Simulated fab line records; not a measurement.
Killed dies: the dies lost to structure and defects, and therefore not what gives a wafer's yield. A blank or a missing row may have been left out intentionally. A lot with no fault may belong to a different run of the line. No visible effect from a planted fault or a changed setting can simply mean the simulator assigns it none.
Chamber matching | flow n5 finfet | N5_HKMG_FIN_ALD_79 on ald metal-01: 4 sister chambers
The step deposits TiN, target thk 1.5 nm, pulse time 1 s, purge time 3 s. 4 wafers are shown with their chamber, then 8 later ones without.

== WAFERS, EACH WITH ITS CHAMBER ==
wafer  | chamber | heater power w (W)
L349.1 | 2       | 883
L349.4 | 1       | 917
L349.6 | 3       | 816
L350.1 | 0       | 796

== WAFERS WITH NO CHAMBER GIVEN ==
wafer  | heater power w (W)
L350.3 | 886
L350.5 | 878
L356.2 | 872
L356.3 | 787
L356.4 | 818
L357.1 | 815
L357.3 | 915
L357.6 | 943

== THE CHAMBER EACH PASSED THROUGH ==
wafer  | from the rows above     | in truth
L350.3 | 2                       | 2
L350.5 | 2                       | 2
L356.2 | 2                       | 2
L356.3 | can't be placed: 0 or 3 | 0
L356.4 | can't be placed: 3 or 0 | 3
L357.1 | can't be placed: 3 or 0 | 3
L357.3 | 1                       | 1
L357.6 | 1                       | 1
Placed correctly: 5 of 8. Unplaceable from these rows: 3, with the true chamber sitting among the candidates in 3. Number placed wrongly: 0.
How it was worked out, from the rows above alone: a wafer's distance from a chamber is the root of the sum, over the readings, of the square of ((its reading less the chamber's mean) divided by the reading's scatter). If the next closest chamber is less than 2 further off than the closest, the wafer can't be placed; otherwise it belongs to the closest. A chamber's mean is the mean of its shown wafers. The scatter: root of mean squared gap, hidden wafer to nearest shown wafer, with one shown wafer a chamber.
